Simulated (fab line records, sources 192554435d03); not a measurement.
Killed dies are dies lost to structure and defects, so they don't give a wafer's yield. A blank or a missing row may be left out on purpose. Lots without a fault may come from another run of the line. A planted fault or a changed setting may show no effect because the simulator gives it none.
One fault seen from 2 desks | flow n5_finfet | each desk has only its own numbers; what lay behind them comes last

THE TOOL OWNER'S DESK: rie_si-06
The tool's own readings at N5_BEOL_M0_SAQP_MANDREL_ETCH_20 (etches a-Si in HBr/Cl2, stops on SiNx, target depth 60 nm, bt time 10 s, time 30 s): means of the sampled wafers that have a number, for each lot that ran on this tool. A lot is out of limits, marked OUT, if its mean lies more than 4 standard deviations from the usual mean; the brackets give that distance.
Columns: A = HBr_flow_sccm at N5_BEOL_M0_SAQP_MANDREL_ETCH_20, usual 150.0 sccm; B = drypump_motor_current_A at N5_BEOL_M0_SAQP_MANDREL_ETCH_20, usual 5.7 A; C = he_backside_leak_sccm at N5_BEOL_M0_SAQP_MANDREL_ETCH_20, usual 2.74 sccm; D = oes_product_au at N5_BEOL_M0_SAQP_MANDREL_ETCH_20, usual 0.764 a.u.; E = throttle_valve_pct at N5_BEOL_M0_SAQP_MANDREL_ETCH_20, usual 35.44 %
lot  | first seen here | A     | B   | C    | D     | E
L461 | day 6 18:12     | 150.4 | 5.6 | 2.69 | 0.762 | 35.47
L463 | day 6 23:23     | 149.4 | 5.8 | 2.73 | 0.770 | 35.46
L477 | day 10 07:13    | 150.0 | 5.5 | 2.77 | 0.763 | 35.50
This desk's finding: nothing out of limits on any of the 3 lots.

THE METROLOGY DESK
What the gauges read, lot by lot, whatever tool the lot ran on: means of the sampled wafers that have a number. A lot is out of limits, marked OUT, if its mean lies more than 4 standard deviations from the usual mean; the brackets give that distance. Of its 10 readings 7 are shown: those that lie furthest out on some lot.
Columns: A = DIBL_P at N5_BEOL_M4_RC_MEAS_101, usual 36.3 mV/V; B = IOFF_N at N5_BEOL_M4_RC_MEAS_101, usual 0.157 nA/um; C = IOFF_P at N5_BEOL_M4_RC_MEAS_101, usual 0.22 nA/um; D = ION_N at N5_BEOL_M4_RC_MEAS_101, usual 675 uA/um; E = ION_P at N5_BEOL_M4_RC_MEAS_101, usual 465 uA/um; F = VT_N at N5_BEOL_M4_RC_MEAS_101, usual 249.8 mV; G = VT_P at N5_BEOL_M4_RC_MEAS_101, usual -249 mV
lot  | first seen here | A    | B     | C    | D   | E   | F     | G
L461 | day 9 23:38     | 35.8 | 0.153 | 0.21 | 671 | 462 | 250.7 | -250
L463 | day 10 15:21    | 35.7 | 0.139 | 0.20 | 669 | 464 | 251.4 | -252
L476 | day 13 11:55    | 34.6 | 0.138 | 0.16 | 660 | 448 | 253.1 | -257
L477 | day 13 12:44    | 36.6 | 0.132 | 0.20 | 662 | 462 | 252.2 | -251
This desk's finding: nothing out of limits on any of the 4 lots.

PUT TOGETHER
The tool owner's desk saw nothing out of limits.
The metrology desk saw nothing out of limits.

WHAT THE SIMULATOR HAD PUT IN
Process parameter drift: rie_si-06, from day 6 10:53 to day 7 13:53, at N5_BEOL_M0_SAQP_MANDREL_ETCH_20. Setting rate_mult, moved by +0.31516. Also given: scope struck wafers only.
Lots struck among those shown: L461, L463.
